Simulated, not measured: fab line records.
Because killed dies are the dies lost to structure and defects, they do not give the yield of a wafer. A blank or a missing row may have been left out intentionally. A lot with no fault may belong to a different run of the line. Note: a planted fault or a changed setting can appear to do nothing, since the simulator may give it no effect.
The tool behind it: which one? -- flow n5Finfet -- 24 lots with 72 wafers sampled at 6 steps, on a route of 1938 steps

## WHAT THE GAUGES SHOWED, per wafer
N5_BEOL_M8_THK_MEAS_01.
lot,measured,on,M8_ILD_THK (nm)
L075,day 9 18:55,filmMetro-01,151.4 157.4 155.2
L074,day 9 21:34,filmMetro-02,155.6 154.7 155.3
L076,day 9 23:37,filmMetro-02,152.2 156.2 155.2
L077,day 10 04:55,filmMetro-01,152.6 153.7 155.4
L078,day 10 07:47,filmMetro-02,156.9 154.7 156.6
L079,day 10 09:15,filmMetro-01,152.5 154.0 155.3
L080,day 10 22:39,filmMetro-02,149.8 152.0 152.1
L081,day 11 05:26,filmMetro-02,153.8 153.9 154.5
L082,day 11 17:46,filmMetro-01,153.1 154.5 154.3
L083,day 11 23:18,filmMetro-01,152.0 151.5 153.3
L084,day 12 07:52,filmMetro-01,153.1 154.7 154.9
L085,day 12 10:27,filmMetro-01,151.6 156.0 156.1
L087,day 12 20:53,filmMetro-02,155.0 154.7 156.8
L088,day 12 21:08,filmMetro-01,157.7 156.2 157.0
L089,day 12 23:41,filmMetro-02,151.7 153.0 154.6
L086,day 13 00:40,filmMetro-01,154.1 154.0 156.0
L090,day 13 08:29,filmMetro-02,154.5 155.1 156.9
L092,day 13 22:01,filmMetro-02,150.9 155.9 155.4
L091,day 14 00:43,filmMetro-02,152.8 152.7 152.6
L093,day 14 01:47,filmMetro-02,153.3 154.9 156.5
L095,day 14 09:58,filmMetro-02,153.2 154.6 154.1
L094,day 14 12:52,filmMetro-01,153.4 152.5 155.5
L096,day 14 19:08,filmMetro-01,152.8 155.2 153.9
L097,day 14 23:35,filmMetro-01,155.7 154.8 154.8

N5_BEOL_M8_INSPECT_13: inspects for defects (brightfield).
lot,measured,on,rawDefectCount
L075,day 9 20:34,defectInspect-02,485 384 375
L074,day 9 22:13,defectInspect-02,424 459 425
L076,day 10 00:19,defectInspect-01,370 319 470
L077,day 10 05:26,defectInspect-01,393 465 413
L078,day 10 08:19,defectInspect-01,643 390 456
L079,day 10 10:59,defectInspect-01,378 470 279
L080,day 10 23:36,defectInspect-01,442 535 528
L081,day 11 07:25,defectInspect-02,474 302 407
L082,day 11 19:08,defectInspect-02,429 309 514
L083,day 12 00:14,defectInspect-02,619 530 631
L084,day 12 08:47,defectInspect-01,504 634 427
L085,day 12 11:37,defectInspect-01,387 392 331
L087,day 12 21:25,defectInspect-01,362 471 628
L088,day 12 21:47,defectInspect-02,455 439 463
L089,day 13 01:19,defectInspect-01,451 449 304
L086,day 13 02:03,defectInspect-01,598 486 464
L090,day 13 10:52,defectInspect-02,608 593 474
L092,day 13 23:12,defectInspect-02,576 415 571
L091,day 14 01:53,defectInspect-02,469 373 414
L093,day 14 02:26,defectInspect-01,282 236 277
L095,day 14 11:29,defectInspect-02,728 648 725
L094,day 14 14:32,defectInspect-01,639 564 449
L096,day 14 20:46,defectInspect-02,498 542 380
L097,day 15 00:51,defectInspect-02,530 399 411

N5_BEOL_M8_CD_MEAS_28 targets a cd of 40 nm.
lot,measured,on,cdNm (nm)
L075,day 9 21:33,cdSem-03,40.03 40.08 39.80
L074,day 9 23:08,cdSem-02,39.92 40.41 40.39
L076,day 10 02:56,cdSem-02,40.00 40.16 40.02
L077,day 10 06:25,cdSem-02,39.92 39.85 39.68
L078,day 10 09:35,cdSem-01,40.06 40.11 40.19
L079,day 10 12:17,cdSem-02,39.94 39.94 39.98
L080,day 11 02:53,cdSem-02,40.27 40.11 40.22
L081,day 11 11:11,cdSem-03,40.21 40.39 40.16
L082,day 11 21:10,cdSem-03,40.27 39.83 39.90
L083,day 12 03:32,cdSem-01,39.81 40.08 40.02
L084,day 12 09:51,cdSem-03,39.97 39.80 40.08
L085,day 12 12:29,cdSem-03,40.06 39.86 40.11
L087,day 13 00:04,cdSem-02,40.25 39.95 40.31
L088,day 13 00:02,cdSem-01,39.95 40.02 40.10
L089,day 13 02:27,cdSem-01,39.72 39.75 40.25
L086,day 13 04:17,cdSem-01,40.49 39.93 40.15
L090,day 13 11:49,cdSem-03,40.28 40.44 40.40
L092,day 14 00:01,cdSem-02,40.11 40.81 40.27
L091,day 14 03:22,cdSem-02,40.23 40.09 39.98
L093,day 14 03:39,cdSem-01,39.91 40.46 40.21
L095,day 14 13:25,cdSem-02,40.41 40.02 39.84
L094,day 14 16:03,cdSem-03,40.00 39.84 40.10
L096,day 14 23:20,cdSem-01,40.12 39.97 40.06
L097,day 15 05:12,cdSem-01,40.23 40.10 39.81

N5_BEOL_M8_INSPECT_58: inspects for defects (darkfield).
lot,measured,on,rawDefectCount
L075,day 10 01:10,defectInspect-01,113 56 74
L074,day 10 04:17,defectInspect-02,44 57 49
L076,day 10 07:31,defectInspect-01,61 92 80
L077,day 10 10:53,defectInspect-01,62 125 146
L078,day 10 14:35,defectInspect-01,62 65 100
L079,day 10 16:43,defectInspect-02,66 129 84
L080,day 11 07:02,defectInspect-01,102 62 46
L081,day 11 14:51,defectInspect-02,75 86 82
L082,day 12 00:28,defectInspect-02,56 82 85
L083,day 12 06:37,defectInspect-01,56 74 78
L084,day 12 12:39,defectInspect-01,69 65 68
L085,day 12 16:16,defectInspect-02,144 77 65
L087,day 13 03:22,defectInspect-01,61 62 85
L088,day 13 03:17,defectInspect-01,95 58 63
L089,day 13 07:07,defectInspect-01,78 93 85
L086,day 13 07:28,defectInspect-02,90 57 52
L090,day 13 15:29,defectInspect-01,42 42 48
L092,day 14 03:16,defectInspect-01,61 63 74
L091,day 14 06:35,defectInspect-01,94 88 77
L093,day 14 07:23,defectInspect-01,118 73 72
L095,day 14 17:31,defectInspect-01,81 70 80
L094,day 14 19:05,defectInspect-02,50 90 75
L096,day 15 02:32,defectInspect-01,100 103 95
L097,day 15 08:42,defectInspect-01,90 81 107

## TOOL THAT RAN EACH LOT (tool first, then ch and the chambers of the sampled wafers, then the start)
lot,N5_BEOL_M8_ETCH_61,N5_BEOL_M8_STRIP_19
L075,"rieDiel-05 ch 0,3, day 9 20:49","rieDiel-05 ch 0,3, day 9 21:10"
L074,"rieDiel-01 ch 0,1, day 9 22:17","rieDiel-03 ch 0,1,2, day 9 22:40"
L076,"rieDiel-05 ch 0,2,3, day 10 00:23","rieDiel-01 ch 0,2,3, day 10 00:44"
L077,"rieDiel-05 ch 1,2, day 10 05:30","rieDiel-01 ch 0,2,3, day 10 05:52"
L078,"rieDiel-05 ch 0,3, day 10 08:40","rieDiel-05 ch 0,1,3, day 10 09:05"
L079,"rieDiel-05 ch 0,1,3, day 10 11:09","rieDiel-05 ch 0,1, day 10 11:41"
L080,"rieDiel-01 ch 0,1, day 10 23:40","rieDiel-03 ch 0,3, day 11 00:02"
L081,"rieDiel-01 ch 0,2, day 11 07:29","rieDiel-05 ch 1,2,3, day 11 07:52"
L082,"rieDiel-01 ch 0,1,3, day 11 19:21","rieDiel-03 ch 0,1, day 11 19:53"
L083,"rieDiel-01 ch 0,1,2, day 12 00:19","rieDiel-01 ch 0,2,3, day 12 00:45"
L084,"rieDiel-05 ch 2,3, day 12 08:59","rieDiel-01 ch 0,3, day 12 09:20"
L085,"rieDiel-03 ch 1,3, day 12 11:41","rieDiel-01 ch 2,3, day 12 12:06"
L087,"rieDiel-03 ch 0,1,2, day 12 21:55","rieDiel-03 ch 0,1, day 12 22:20"
L088,"rieDiel-05 ch 0,3, day 12 22:07","rieDiel-03 ch 0,1, day 12 22:29"
L089,"rieDiel-03 ch 0,2,3, day 13 01:41","rieDiel-03 ch 0,1,3, day 13 02:02"
L086,"rieDiel-01 ch 0,1, day 13 02:07","rieDiel-03 ch 0,1, day 13 02:29"
L090,"rieDiel-05 ch 0,1,3, day 13 10:56","rieDiel-01 ch 1,2,3, day 13 11:18"
L092,"rieDiel-05 ch 0,2,3, day 13 23:16","rieDiel-05 ch 1,2,3, day 13 23:37"
L091,"rieDiel-01 ch 0,1,2, day 14 01:58","rieDiel-01 ch 1,2,3, day 14 02:19"
L093,"rieDiel-03 ch 1,2,3, day 14 02:31","rieDiel-01 ch 0,1, day 14 02:52"
L095,"rieDiel-05 ch 0,2, day 14 11:56","rieDiel-05 ch 0,2,3, day 14 12:18"
L094,"rieDiel-01 ch 1,2,3, day 14 15:17","rieDiel-03 ch 0,1,3, day 14 15:39"
L096,"rieDiel-01 ch 1,2, day 14 20:59","rieDiel-03 ch 1,3, day 14 21:20"
L097,"rieDiel-03 ch 0,1,3, day 15 00:57","rieDiel-05 ch 0,1,3, day 15 01:23"
- N5_BEOL_M8_ETCH_61: etches SiARC in CF4, target depth 45.5 nm, time 75.8 s.
- N5_BEOL_M8_STRIP_19: strips in O2.

## WHAT THE TOOLS THEMSELVES READ (means of the sampled wafers that have a number; where no wafer has one, the mark that the record gives instead)
N5_BEOL_M8_ETCH_61.
lot,tool,cf4FlowSccm (sccm),drypumpMotorCurrentA (A),etchRfOnTimeS (s),oesProductAu (a.u.),rfVppV (V),showerheadPlenumPTorr (Torr),throttleValvePct (%)
L075,rieDiel-05,100.1,5.3,78.5,0.60,184.2,2.15,15.80
L074,rieDiel-01,100.1,5.7,76.5,0.74,183.6,2.14,15.23
L076,rieDiel-05,100.0,5.6,77.6,0.60,184.1,2.15,15.80
L077,rieDiel-05,100.3,6.2,76.4,0.67,184.5,2.12,15.65
L078,rieDiel-05,100.0,5.2,77.5,0.59,184.2,2.18,15.78
L079,rieDiel-05,99.9,5.6,76.7,0.68,184.8,2.14,15.64
L080,rieDiel-01,99.8,5.7,77.5,0.72,183.6,2.14,15.24
L081,rieDiel-01,100.2,5.4,75.7,0.71,185.3,2.23,15.28
L082,rieDiel-01,100.3,5.6,76.6,0.68,183.9,2.16,15.34
L083,rieDiel-01,99.7,5.7,75.9,0.68,183.9,2.16,15.37
L084,rieDiel-05,100.1,5.6,78.8,0.59,183.3,2.12,15.86
L085,rieDiel-03,100.3,6.1,75.3,0.65,183.6,2.11,15.51
L087,rieDiel-03,99.9,6.2,76.8,0.65,184.4,2.18,15.64
L088,rieDiel-05,99.9,5.3,75.8,0.67,183.8,2.14,15.67
L089,rieDiel-03,100.0,6.4,76.5,0.65,183.6,2.11,15.72
L086,rieDiel-01,100.1,5.9,77.0,0.64,183.3,2.08,15.45
L090,rieDiel-05,100.2,5.5,75.6,0.72,183.2,2.14,15.51
L092,rieDiel-05,99.9,5.6,76.4,0.65,183.5,2.14,15.70
L091,rieDiel-01,99.7,5.7,76.9,0.66,183.6,2.15,15.40
L093,rieDiel-03,99.9,6.2,76.1,0.62,184.9,2.16,15.68
L095,rieDiel-05,100.1,5.9,76.9,0.64,183.8,2.14,15.70
L094,rieDiel-01,99.8,5.6,76.7,0.63,184.6,2.17,15.51
L096,rieDiel-01,99.6,5.6,75.9,0.63,184.8,2.17,15.53
L097,rieDiel-03,100.1,6.1,76.4,0.65,184.3,2.12,15.54

N5_BEOL_M8_STRIP_19.
lot,tool,drypumpMotorCurrentA (A),o2FlowSccm (sccm),oesProductAu (a.u.),rfVppV (V),showerheadPlenumPTorr (Torr),throttleValvePct (%)
L075,rieDiel-05,5.3,225.4,0.71,3.7,2.13,16.84
L074,rieDiel-03,6.2,224.4,0.79,3.0,2.13,16.63
L076,rieDiel-01,5.3,225.5,0.85,3.9,2.19,16.31
L077,rieDiel-01,5.3,225.1,0.84,4.1,2.19,16.28
L078,rieDiel-05,5.6,224.2,0.80,3.6,2.10,16.67
L079,rieDiel-05,5.8,224.7,0.88,3.4,2.09,16.52
L080,rieDiel-03,6.3,224.7,0.80,3.9,2.02,16.59
L081,rieDiel-05,5.9,224.8,0.79,3.8,2.07,16.68
L082,rieDiel-03,5.9,225.3,0.80,3.6,2.15,16.46
L083,rieDiel-01,5.3,225.1,0.82,3.5,2.18,16.32
L084,rieDiel-01,5.4,225.3,0.85,4.0,2.16,16.19
L085,rieDiel-01,5.3,225.4,0.79,4.4,2.21,16.45
L087,rieDiel-03,5.9,225.0,0.78,4.0,2.14,16.45
L088,rieDiel-03,5.9,225.1,0.78,2.8,2.14,16.47
L089,rieDiel-03,6.1,224.1,0.78,3.5,2.08,16.54
L086,rieDiel-03,6.1,224.5,0.81,3.4,2.09,16.53
L090,rieDiel-01,5.5,225.3,0.74,3.7,2.13,16.53
L092,rieDiel-05,5.9,225.3,0.75,3.7,2.06,16.73
L091,rieDiel-01,5.5,225.1,0.74,3.7,2.13,16.53
L093,rieDiel-01,5.9,224.7,0.75,3.7,2.03,16.48
L095,rieDiel-05,5.6,224.6,0.76,3.9,2.09,16.74
L094,rieDiel-03,6.1,225.7,0.77,3.1,2.08,16.57
L096,rieDiel-03,5.9,225.4,0.74,3.6,2.13,16.51
L097,rieDiel-05,5.6,224.7,0.82,3.3,2.08,16.57

## THE ANSWER, worked out from the rows above alone
Rule: the lots themselves supply what counts as usual. The widest of any qualifying gaps counts: lots, ordered by their means at a reading, are off when they make up no more than a third of the lots, leave a main group of 4 or more, and stand apart from it by 3 or more times the standard deviation of that group's means. A main group is skipped when, at the precision printed for the reading in the tables above, its means are all equal. Also off: a lot with no number at a reading for which 4 or more lots have one. Any other lot the step has rows for is counted as sound. First the gauges in route order, then the tools' own readings, where a lot's mean is used as printed above. The first step at which some lot is off is used, and at that step the reading that is off furthest; a lot without a number counts as furthest.
Nothing can be told from this: no lot is off at any reading shown.

## WHAT WAS PUT IN BY THE SIMULATOR
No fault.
